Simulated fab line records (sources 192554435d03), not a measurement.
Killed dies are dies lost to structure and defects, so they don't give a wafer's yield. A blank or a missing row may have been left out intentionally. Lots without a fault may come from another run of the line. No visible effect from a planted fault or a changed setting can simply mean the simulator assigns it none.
Which tool was responsible? | flow n5 finfet | route of 1938 steps, sampled at 1 step: 12 lots, 36 wafers

## WHAT EACH GAUGE READ, for each wafer
N5_BEOL_M14_CD_MEAS_28 targets a cd of 284.4 nm.
lot  | measured     | on        | cd nm (nm)
L076 | day 11 09:01 | cd sem-02 | 286.4 284.4 289.5
L077 | day 11 18:12 | cd sem-03 | 287.1 286.5 285.1
L079 | day 12 00:33 | cd sem-01 | 288.6 287.1 282.3
L080 | day 13 05:37 | cd sem-02 | 284.8 283.3 284.8
L083 | day 13 21:24 | cd sem-01 | 285.0 283.6 283.3
L086 | day 14 00:57 | cd sem-01 | 285.9 285.4 282.0
L087 | day 14 20:39 | cd sem-01 | 282.4 282.9 282.3
L088 | day 15 12:46 | cd sem-03 | 286.6 285.6 285.0
L089 | day 15 17:37 | cd sem-01 | 288.2 286.9 290.8
L092 | day 16 09:41 | cd sem-03 | 285.2 284.8 283.6
L095 | day 16 19:11 | cd sem-01 | 285.9 285.1 286.8
L097 | day 17 19:37 | cd sem-01 | 284.1 286.2 284.3

## WHAT TOOL EACH LOT RAN ON (gives the tool, then ch and the chambers of the sampled wafers, and finally the start)
Record: no process step prior to these readings.

## THE ANSWER, worked out from the rows above alone
Rule: the lots themselves supply what counts as usual. Put in order of their means at a reading, lots are off if they are a third of the lots or fewer, leave a main group of 4 or more, and stand apart from it by a gap of 3 or more times the standard deviation of the main group's means; of several such gaps the widest counts. The tables above print the reading to a certain number of digits; a main group whose means all agree to those digits is not used. Also off: a lot with no number at a reading for which 4 or more lots have one. The other lots that the step has rows for count as sound.
Nothing can be told from this: no lot is off at any reading shown.

## WHAT HAD BEEN PUT IN BY THE SIMULATOR
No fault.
